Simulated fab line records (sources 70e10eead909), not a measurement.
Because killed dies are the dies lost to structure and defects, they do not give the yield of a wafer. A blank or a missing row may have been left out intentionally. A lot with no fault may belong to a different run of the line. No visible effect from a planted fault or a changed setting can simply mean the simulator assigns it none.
fab line records -- flow nandHarc
record: lots: 10, wafers: 30, lastDay: 34
route steps=1302 shown P_BONDPAD@386 A_ZERO_WELL@404 A_SOURCE_PLATE@423 END@1302
lots that met no fault: from a run of the same line without faults
startH: hours from the record's first day to the start of the lot's first wafer shown -- waitH: hours from the lot's prior step to this one -- " repeats the value in the row above -- L1.1+2: a single row standing in for several wafers -- - no value present, or no start provided -- * or withheld: withheld -- < > ~ a bound
route shown NAME@n: names a module that has steps shown in the file, with the first one's number in the route -- usual: mean/standard deviation taken from wafers without a fault -- same: alike in all rows -- chamber/n: place in a boat -- sites: per-site readings -- _std_site: standard deviation of those values -- _edge_site: outer sites' mean less inner sites' -- radiusMm: how far each site lies from the wafer's centre -- mask NAME#n: copy n -- behind: the tool/chamber that last shaped the wafer -- hold: why the lot went on hold/how many hours it stayed there/how the hold came to an end -- device: the n, p or np transistor that did not switch -- end of line: tests run on the same wafers once the route is complete -- a step given without rows: its recipe and nothing more -- killed: at the first sort, the dies lost to defects and structure; wafer yield is something else -- map: dies across one wafer; x = killed, . = not, _ = none there
set.NAME: the setting the step ran with; set.NAME@STEP: the setting that earlier step ran with -- model.NAME: the simulator's own value behind a step, which no gauge read
steps of the route over a sample of lots; a table a step, a row a wafer
services: when a tool's chamber went out of use (startH, in hours from the record's first day, below 0 if earlier), for how many hours, and the reason
== steps ==
step: NHARC_P_BONDPAD_ACTIVATE_29
recipe: timeS: 60, n2FlowSccm: 200, arFlowSccm: 0, biasPowerW: 0, chemistry: N2
usual: drypumpMotorCurrentA: 5.7/0.51, oesProductAu: 1.000/0.0094, rfVppV: 64.2/0.87, showerheadPlenumPTorr: 1.77/0.065
lot.wafer,tool,chamber,startH,waitH,drypumpMotorCurrentA,oesProductAu,rfHoursCounterH,rfVppV,showerheadPlenumPTorr
L178.2,rieDiel-05,3,188.27,0.1,5.6,0.995,3.5,63.0,1.69
L178.6,rieDiel-05,3,188.27,0.1,5.5,0.998,-,64.2,1.69
L178.5,rieDiel-05,0,188.27,0.1,6.3,0.988,-,66.2,1.74
L179.2,rieDiel-03,0,208.61,0.1,5.4,0.983,6.5,63.1,1.80
L179.1,rieDiel-03,1,208.61,0.1,6.0,0.986,4.7,63.9,1.78
L179.5,rieDiel-03,1,208.61,0.1,6.1,0.998,-,64.5,1.78
L181.2,rieDiel-03,3,217.93,0.1,6.1,0.991,6.3,64.8,1.67
L181.3,rieDiel-03,1,217.93,0.1,6.0,0.992,5.0,63.4,1.78
L181.5,rieDiel-03,3,217.93,0.1,6.1,0.994,-,64.0,1.67
L182.2,rieDiel-05,1,229.10,0.1,4.9,0.991,4.5,64.4,1.79
L182.6,rieDiel-05,3,229.10,0.1,5.6,0.991,-,64.4,1.69
L182.5,rieDiel-05,0,229.10,0.1,6.3,0.994,-,65.3,1.74
L185.4,rieDiel-05,0,252.33,0.1,6.3,0.982,0.2,63.0,1.74
L185.6,rieDiel-05,3,252.33,0.1,5.5,1.019,-,65.3,1.69
L185.5,rieDiel-05,0,252.33,0.1,6.3,0.998,-,63.7,1.74
L191.3,rieDiel-02,0,317.47,0.1,5.1,0.997,4.5,64.2,1.68
L191.4,rieDiel-02,1,317.47,0.1,6.1,1.013,5.9,65.9,1.85
L191.6,rieDiel-02,3,317.47,0.1,6.4,1.004,-,64.5,1.84
L193.4,rieDiel-03,1,345.76,0.1,6.0,0.984,2.7,63.6,1.77
L193.1,rieDiel-03,2,345.76,0.1,5.9,0.990,2.8,63.9,1.79
L193.3,rieDiel-03,3,345.76,0.1,6.1,0.994,2.7,63.1,1.67
L194.4,rieDiel-05,3,347.37,0.1,5.6,1.004,3.3,63.5,1.69
L194.1,rieDiel-05,1,347.37,0.1,4.9,1.005,3.0,64.8,1.79
L194.5,rieDiel-05,3,347.37,0.1,5.6,0.996,-,64.8,1.69
L195.2,rieDiel-05,2,361.89,0.1,5.5,1.003,4.3,65.3,1.88
L195.3,rieDiel-05,0,361.89,0.1,6.3,0.988,3.5,63.7,1.74
L195.5,rieDiel-05,2,361.89,0.1,5.5,1.012,-,65.4,1.88
L196.4,rieDiel-05,1,370.98,0.1,4.9,1.005,4.4,64.9,1.79
L196.2,rieDiel-05,3,370.98,0.1,5.5,1.001,4.3,65.1,1.69
L196.5,rieDiel-05,2,370.98,0.1,5.4,1.000,-,64.3,1.88
step: NHARC_A_ZERO_WELL_ETCH_19
recipe: targetDepthA: 800, overetchA: 240, timeS: 87.88, ionEnergyEv: 200, n2FlowSccm: 150, h2FlowSccm: 150, arFlowSccm: 0, rfW: 400, biasW: 150, chemistry: N2/H2
usual: drypumpMotorCurrentA: 5.9/0.5, oesProductAu: 0.996/0.01, rfVppV: 430.6/2.6, showerheadPlenumPTorr: 2.04/0.096, throttleValvePct: 14.172/0.0086
lot.wafer,tool,chamber,startH,waitH,drypumpMotorCurrentA,oesProductAu,rfHoursCounterH,rfVppV,showerheadPlenumPTorr,throttleValvePct
L178.2,rieDiel-06,1,189.66,0.1,5.1,0.979,1,432.1,2.07,14.182
L178.6,rieDiel-06,2,189.66,0.1,6.1,0.979,-,434.9,2.20,14.159
L178.5,rieDiel-06,1,189.66,0.1,5.1,0.980,-,430.5,2.07,14.183
L179.2,rieDiel-12,1,209.97,0.1,6.4,0.998,15,429.3,1.97,14.176
L179.1,rieDiel-12,3,209.97,0.1,6.4,0.988,13,430.5,2.03,14.179
L179.5,rieDiel-12,1,209.97,0.1,6.4,1.003,-,429.3,1.97,14.157
L181.3,rieDiel-12,3,219.43,0.1,6.4,0.995,15,431.6,2.03,14.170
L181.2,rieDiel-12,0,219.43,0.1,5.6,0.996,18,428.0,1.90,14.180
L181.5,rieDiel-12,2,219.43,0.1,5.2,1.008,-,431.8,2.05,14.163
L182.2,rieDiel-06,0,230.58,0.1,5.6,0.993,3,428.5,1.92,14.179
L182.5,rieDiel-06,3,230.58,0.1,6.5,1.004,-,431.7,2.09,14.176
L182.6,rieDiel-06,0,230.58,0.1,5.6,0.982,-,427.3,1.92,14.173
L185.4,rieDiel-06,3,253.89,0.1,6.5,0.997,-,431.8,2.09,14.165
L185.5,rieDiel-06,2,253.89,0.1,6.1,0.992,-,433.3,2.20,14.179
L185.6,rieDiel-06,3,253.89,0.1,6.4,0.999,-,431.7,2.09,14.188
L191.3,rieDiel-06,0,318.93,0.1,5.6,0.987,0,425.1,1.92,14.174
L191.4,rieDiel-06,2,318.93,0.1,6.1,1.003,0,436.5,2.20,14.172
L191.6,rieDiel-06,0,318.93,0.1,5.6,0.993,-,428.4,1.92,14.172
L193.1,rieDiel-06,0,347.12,0.1,5.6,0.988,1,429.1,1.92,14.183
L193.3,rieDiel-06,1,347.12,0.1,5.2,0.998,1,429.5,2.07,14.183
L193.4,rieDiel-06,2,347.12,0.1,6.2,1.015,0,434.0,2.20,14.162
L194.4,rieDiel-06,0,348.86,0.1,5.6,0.994,1,426.9,1.92,14.171
L194.1,rieDiel-06,1,348.86,0.1,5.2,0.993,1,431.1,2.07,14.176
L194.5,rieDiel-06,0,348.86,0.1,5.6,0.991,-,427.0,1.92,14.167
L195.3,rieDiel-06,3,363.27,0.1,6.4,1.026,1,431.5,2.08,14.190
L195.2,rieDiel-06,0,363.27,0.1,5.6,1.004,1,428.9,1.92,14.166
L195.5,rieDiel-06,2,363.27,0.1,6.1,1.005,-,435.7,2.20,14.164
L196.2,rieDiel-06,3,372.47,0.1,6.5,1.011,1,432.0,2.08,14.176
L196.4,rieDiel-06,1,372.47,0.1,5.1,0.995,1,430.3,2.07,14.178
L196.5,rieDiel-06,2,372.47,0.1,6.1,0.996,-,434.0,2.20,14.175
step: NHARC_A_ZERO_WELL_ETCH_13
recipe: targetDepthA: 1200, timeS: 40.1, hbrFlowSccm: 150, cl2FlowSccm: 50, rfW: 400, icpW: 400, biasW: 100, chemistry: HBr/Cl2
usual: drypumpMotorCurrentA: 5.8/0.5, oesProductAu: 0.996/0.0092, throttleValvePct: 26.405/0.0096
lot.wafer,tool,chamber,startH,waitH,drypumpMotorCurrentA,oesProductAu,rfHoursCounterH,throttleValvePct
L178.2,rieSi-06,0,189.79,-,6.3,0.988,0.7,26.409
L178.6,rieSi-06,3,189.79,-,5.1,0.994,-,26.410
L178.5,rieSi-06,0,189.79,-,6.3,0.989,-,26.390
L179.2,rieSi-05,1,210.09,-,6.0,1.010,0.4,26.398
L179.1,rieSi-05,0,210.09,-,5.8,0.992,0.4,26.413
L179.5,rieSi-05,0,210.09,-,5.8,1.004,-,26.407
L181.3,rieSi-06,1,219.55,-,6.5,0.988,0.9,26.398
L181.2,rieSi-06,2,219.55,-,4.8,0.998,1.0,26.407
L181.5,rieSi-06,0,219.55,-,6.3,0.984,-,26.402
L182.2,rieSi-01,3,230.72,-,6.3,0.990,0.1,26.404
L182.5,rieSi-01,1,230.72,-,5.5,0.995,-,26.403
L182.6,rieSi-01,2,230.72,-,6.0,1.002,-,26.417
L185.4,rieSi-01,1,254.04,-,5.5,0.982,0.3,26.406
L185.6,rieSi-01,3,254.04,-,6.2,0.983,-,26.399
L185.5,rieSi-01,0,254.04,-,6.4,1.003,-,26.425
L191.4,rieSi-01,0,319.07,-,6.4,0.998,0.6,26.414
L191.3,rieSi-01,1,319.07,-,5.5,1.002,0.7,26.408
L191.6,rieSi-01,3,319.07,-,6.2,0.983,-,26.374
L193.4,rieSi-01,2,347.25,-,6.0,0.994,1.0,26.407
L193.3,rieSi-01,3,347.25,-,6.2,0.978,1.0,26.414
L193.1,rieSi-01,0,347.25,-,6.4,0.995,0.8,26.415
L194.1,rieSi-06,2,348.97,-,4.7,0.983,0.6,26.389
L194.5,rieSi-06,2,348.97,-,4.7,0.985,-,26.407
L194.4,rieSi-06,1,348.97,-,6.4,1.005,-,26.418
L195.2,rieSi-05,1,363.39,-,6.0,0.995,0.4,26.410
L195.3,rieSi-05,2,363.39,-,6.0,1.011,0.4,26.402
L195.5,rieSi-05,2,363.39,-,6.0,1.004,-,26.397
L196.2,rieSi-05,1,372.60,-,6.0,0.995,0.4,26.404
L196.4,rieSi-05,3,372.60,-,5.2,1.002,0.3,26.410
L196.5,rieSi-05,1,372.60,-,6.0,0.992,-,26.407
step: NHARC_A_ZERO_WELL_RTA_16
recipe: tempC: 1000, timeS: 10
usual: lampPowerPct: 31.8/0.98, lamp_zone_1_pct: 31.8/0.99, lamp_zone_2_pct: 31.8/0.98, lamp_zone_4_pct: 31.8/0.98, wafer_temp_C_max: 1004.2/0.95
lot.wafer,tool,chamber,startH,waitH,lampPowerPct,lamp_zone_1_pct,lamp_zone_2_pct,lamp_zone_4_pct,wafer_temp_C_max
L178.2,rtpAnneal-01,0,190.75,0.1,32.5,32.5,32.5,32.6,1003.7
L178.5,rtpAnneal-01,0,190.75,0.1,32.5,32.5,32.5,32.5,1003.4
L178.6,rtpAnneal-01,0,190.75,0.1,32.5,32.6,32.4,32.5,1003.7
L179.1,rtpAnneal-01,0,211.07,-,32.5,32.6,32.5,32.5,1007.4
L179.2,rtpAnneal-01,0,211.07,-,32.5,32.6,32.6,32.5,1006.2
L179.5,rtpAnneal-01,0,211.07,-,32.6,32.6,32.6,32.6,1004.5
L181.2,rtpAnneal-02,0,220.48,-,30.5,30.5,30.6,30.5,1003.9
L181.3,rtpAnneal-02,0,220.48,-,30.5,30.5,30.5,30.5,1004.8
L181.5,rtpAnneal-02,0,220.48,-,30.5,30.5,30.6,30.5,1005.0
L182.2,rtpAnneal-02,0,231.63,-,30.5,30.5,30.5,30.5,1003.9
L182.5,rtpAnneal-02,0,231.63,-,30.5,30.5,30.5,30.5,1003.8
L182.6,rtpAnneal-02,0,231.63,-,30.5,30.5,30.5,30.5,1005.9
L185.4,rtpAnneal-02,0,255.00,-,30.5,30.4,30.5,30.4,1003.4
L185.5,rtpAnneal-02,0,255.00,-,30.4,30.4,30.5,30.5,1003.2
L185.6,rtpAnneal-02,0,255.00,-,30.4,30.4,30.4,30.4,1003.5
L191.3,rtpAnneal-02,0,320.01,-,30.5,30.4,30.5,30.5,1004.0
L191.4,rtpAnneal-02,0,320.01,-,30.6,30.5,30.5,30.5,1003.6
L191.6,rtpAnneal-02,0,320.01,-,30.5,30.5,30.5,30.5,1004.4
L193.1,rtpAnneal-01,0,348.15,-,32.6,32.6,32.5,32.5,1004.7
L193.3,rtpAnneal-01,0,348.15,-,32.5,32.5,32.6,32.6,1005.1
L193.4,rtpAnneal-01,0,348.15,-,32.5,32.5,32.5,32.6,1003.8
L194.1,rtpAnneal-01,0,349.91,-,32.5,32.6,32.6,32.6,1003.6
L194.4,rtpAnneal-01,0,349.91,-,32.6,32.6,32.6,32.6,1003.7
L194.5,rtpAnneal-01,0,349.91,-,32.5,32.6,32.6,32.5,1003.9
L195.2,rtpAnneal-01,0,364.34,-,32.5,32.5,32.5,32.6,1003.6
L195.3,rtpAnneal-01,0,364.34,-,32.5,32.6,32.6,32.6,1002.6
L195.5,rtpAnneal-01,0,364.34,-,32.6,32.6,32.6,32.6,1005.3
L196.2,rtpAnneal-02,0,373.52,-,30.5,30.6,30.5,30.5,1004.5
L196.4,rtpAnneal-02,0,373.52,-,30.5,30.5,30.5,30.5,1004.9
L196.5,rtpAnneal-02,0,373.52,-,30.5,30.5,30.5,30.5,1004.1
step: NHARC_A_ZERO_WELL_INSPECT_17
usual: rawDefectCount: 13/7.2
lot.wafer,tool,chamber,startH,waitH,rawDefectCount
L178.2,defectInspect-01,-,190.92,0.1,3
L178.5,defectInspect-01,-,190.92,0.1,8
L178.6,defectInspect-01,-,190.92,0.1,3
L179.1,defectInspect-02,-,211.27,0.2,19
L179.2,defectInspect-02,-,211.27,0.2,20
L179.5,defectInspect-02,-,211.27,0.2,9
L181.2,defectInspect-02,-,220.65,0.1,11
L181.3,defectInspect-02,-,220.65,0.1,7
L181.5,defectInspect-02,-,220.65,0.1,8
L182.2,defectInspect-02,-,231.80,0.1,4
L182.5,defectInspect-02,-,231.80,0.1,15
L182.6,defectInspect-02,-,231.80,0.1,12
L185.4,defectInspect-02,-,255.12,0.1,19
L185.5,defectInspect-02,-,255.12,0.1,13
L185.6,defectInspect-02,-,255.12,0.1,21
L191.3,defectInspect-02,-,320.15,0.1,362
L191.4,defectInspect-02,-,320.15,0.1,317
L191.6,defectInspect-02,-,320.15,0.1,330
L193.1,defectInspect-01,-,348.35,0.2,295
L193.3,defectInspect-01,-,348.35,0.2,272
L193.4,defectInspect-01,-,348.35,0.2,300
L194.1,defectInspect-02,-,350.11,0.2,11
L194.4,defectInspect-02,-,350.11,0.2,5
L194.5,defectInspect-02,-,350.11,0.2,4
L195.2,defectInspect-02,-,364.51,0.1,26
L195.3,defectInspect-02,-,364.51,0.1,17
L195.5,defectInspect-02,-,364.51,0.1,19
L196.2,defectInspect-01,-,373.69,0.1,22
L196.4,defectInspect-01,-,373.69,0.1,7
L196.5,defectInspect-01,-,373.69,0.1,12
step: NHARC_A_SOURCE_PLATE_INSPECT_08
usual: rawDefectCount: 55/23
lot.wafer,tool,chamber,startH,waitH,rawDefectCount
L178.2,defectInspect-02,-,215.04,0.0,50
L178.5,defectInspect-02,-,215.04,0.0,70
L178.6,defectInspect-02,-,215.04,0.0,82
L179.1,defectInspect-02,-,233.79,0.0,65
L179.2,defectInspect-02,-,233.79,0.0,42
L179.5,defectInspect-02,-,233.79,0.0,60
L181.2,defectInspect-02,-,242.01,0.0,46
L181.3,defectInspect-02,-,242.01,0.0,75
L181.5,defectInspect-02,-,242.01,0.0,56
L182.2,defectInspect-02,-,252.60,0.0,35
L182.5,defectInspect-02,-,252.60,0.0,90
L182.6,defectInspect-02,-,252.60,0.0,48
L185.4,defectInspect-01,-,275.30,0.0,50
L185.5,defectInspect-01,-,275.30,0.0,39
L185.6,defectInspect-01,-,275.30,0.0,43
L191.3,defectInspect-02,-,349.49,0.0,413
L191.4,defectInspect-02,-,349.49,0.0,345
L191.6,defectInspect-02,-,349.49,0.0,355
L193.1,defectInspect-01,-,368.30,0.0,337
L193.3,defectInspect-01,-,368.30,0.0,304
L193.4,defectInspect-01,-,368.30,0.0,342
L194.1,defectInspect-02,-,368.30,0.0,43
L194.4,defectInspect-02,-,368.30,0.0,52
L194.5,defectInspect-02,-,368.30,0.0,42
L195.2,defectInspect-02,-,384.80,0.0,61
L195.3,defectInspect-02,-,384.80,0.0,74
L195.5,defectInspect-02,-,384.80,0.0,22
L196.2,defectInspect-01,-,398.52,0.0,47
L196.4,defectInspect-01,-,398.52,0.0,54
L196.5,defectInspect-01,-,398.52,0.0,48
step: NHARC_END_SORT_01
recipe: tempC: 25
usual: killedAtArray: 53/18, killedAtOther: 0.8/1.1, killedAtPeriphery: 4.1/2.7, killedDies: 58/18, killedOpen: 3.1/1.7, killedShort: 2.7/1.7
same: grossDies: 677
lot.wafer,tool,chamber,startH,waitH,killedAtArray,killedAtOther,killedAtPeriphery,killedDies,killedOpen,killedShort
L191.3,prober-01,0,763.94,3.1,64,0,3,67,4,0
L191.4,prober-01,0,764.75,3.4,94,0,4,98,3,2
L191.6,prober-01,0,766.36,4.0,101,1,2,104,3,5
L193.1,prober-01,0,770.78,2.5,106,0,4,110,0,1
L193.3,prober-01,0,772.39,3.1,130,1,3,134,1,3
L193.4,prober-01,0,773.20,3.4,121,0,4,125,1,1
killed by level:class
L191.3 A_ZERO_WELL:unspecified=29 A_CHANNEL_HOLE_D1:chamberFilmFlake=13 A_SLIT:chamberFilmFlake=7 A_STAIRCASE:chamberFilmFlake=4 A_CHANNEL_HOLE_D2:chamberFilmFlake=3 A_CONTACT:chamberFilmFlake=3 A_ZERO_WELL:chamberFilmFlake=2 P_STI:geometricParticle:open=1
L191.4 A_ZERO_WELL:unspecified=66 A_CHANNEL_HOLE_D1:chamberFilmFlake=10 A_SLIT:chamberFilmFlake=6 A_CONTACT:chamberFilmFlake=5 A_STAIRCASE:chamberFilmFlake=2 P_M0:geometricParticle:short=1 P_M2:geometricParticle:open=1 A_CHANNEL_HOLE_D2:geometricParticle:open=1
L191.6 A_ZERO_WELL:unspecified=69 A_CHANNEL_HOLE_D1:chamberFilmFlake=8 A_CONTACT:chamberFilmFlake=6 A_SLIT:chamberFilmFlake=6 A_STAIRCASE:chamberFilmFlake=5 P_GATE:geometricParticle:short=1 P_M1:geometricParticle:open=1 A_ONON_D1:geometricParticle:short=1
L193.1 A_ZERO_WELL:unspecified=60 A_CHANNEL_HOLE_D2:chamberFilmFlake=26 A_SLIT:chamberFilmFlake=8 A_CHANNEL_HOLE_D1:chamberFilmFlake=7 P_M2:chamberFilmFlake=2 A_CONTACT:chamberFilmFlake=2 A_CHANNEL_FILL_D1:geometricParticle:short=1 P_ZERO_WELL:chamberFilmFlake=1
L193.3 A_ZERO_WELL:unspecified=65 A_CHANNEL_HOLE_D2:chamberFilmFlake=30 A_CHANNEL_HOLE_D1:chamberFilmFlake=19 A_SLIT:chamberFilmFlake=7 A_CONTACT:chamberFilmFlake=6 P_M2:chamberFilmFlake=2 P_M0:geometricParticle:open=1 A_ONON_D1:geometricParticle:short=1
L193.4 A_ZERO_WELL:unspecified=63 A_CHANNEL_HOLE_D2:chamberFilmFlake=23 A_CHANNEL_HOLE_D1:chamberFilmFlake=17 A_CONTACT:chamberFilmFlake=6 A_SLIT:chamberFilmFlake=5 A_STAIRCASE:chamberFilmFlake=4 P_M2:chamberFilmFlake=3 A_BLC:geometricParticle:short=1
== services ==
tool,chamber,startH,hours,kind
rieDiel-03,2,169.32,2.0,repair
rieDiel-06,0,188.73,4.0,repair
rieSi-01,-,193.00,9.0,pm
rieSi-05,2,203.99,12.7,repair
rieDiel-05,1,205.40,10.0,repair
rieDiel-03,1,224.47,14.9,repair
rieDiel-05,-,229.60,9.0,pm
rieSi-06,0,239.58,6.5,repair
rieSi-05,1,245.79,29.3,repair
rieSi-06,-,249.00,9.0,pm
rieDiel-06,0,250.88,7.1,repair
rieDiel-06,1,252.90,32.3,repair
rieSi-05,3,255.71,17.0,repair
rieDiel-05,3,257.40,6.3,repair
rieDiel-03,3,263.48,7.2,repair
rieDiel-05,2,267.72,5.3,repair
rieDiel-03,-,281.30,9.0,pm
rieSi-05,-,291.03,12.9,repair
rieDiel-03,3,298.58,2.8,repair
rieDiel-06,3,303.54,1.3,repair
rieDiel-06,-,307.28,9.0,pm
rieDiel-05,2,335.30,4.3,repair
rieSi-01,-,370.00,9.0,pm
rtpAnneal-01,-,372.07,12.0,pm
== key ==
firstSign: step: NHARC_A_ZERO_WELL_INSPECT_17, reading: rawDefectCount, direction: up, sigmas: 42, usual: 13, struck: 313
effect: step: NHARC_A_SOURCE_PLATE_INSPECT_08, reading: rawDefectCount, direction: up, sigmas: 13, usual: 55, struck: 349
effect: step: NHARC_END_SORT_01, reading: killedAtArray, direction: up, sigmas: 2.7, usual: 53, struck: 103, wafersMoved: 5
moreKillsBornAt: NHARC_A_ZERO_WELL_ETCH_13@rieSi-01: 351
metAt NHARC_A_ZERO_WELL_ETCH_13
struckLots L191,L193
testerLeftOut L191,L193
notActingAt NHARC_P_BONDPAD_ACTIVATE_29,NHARC_A_ZERO_WELL_ETCH_19,NHARC_A_ZERO_WELL_RTA_16
onsetBetween 254.04 319.07
fault: kind: chamberParticleSource, tool: rieSi-01, chamber: -, onsetH: 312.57, steps: NHARC_A_ZERO_WELL_ETCH_13, ratePerVisitCm2: 0.46273, endH: 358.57
testerLeftOut: of these lots the tester's yield and bins aren't shown, on N5 and GAA mostly nor the transistor test; their killed dies are dies lost to structure and defects alone, not to doping, threshold or leakage, so they don't give the yield
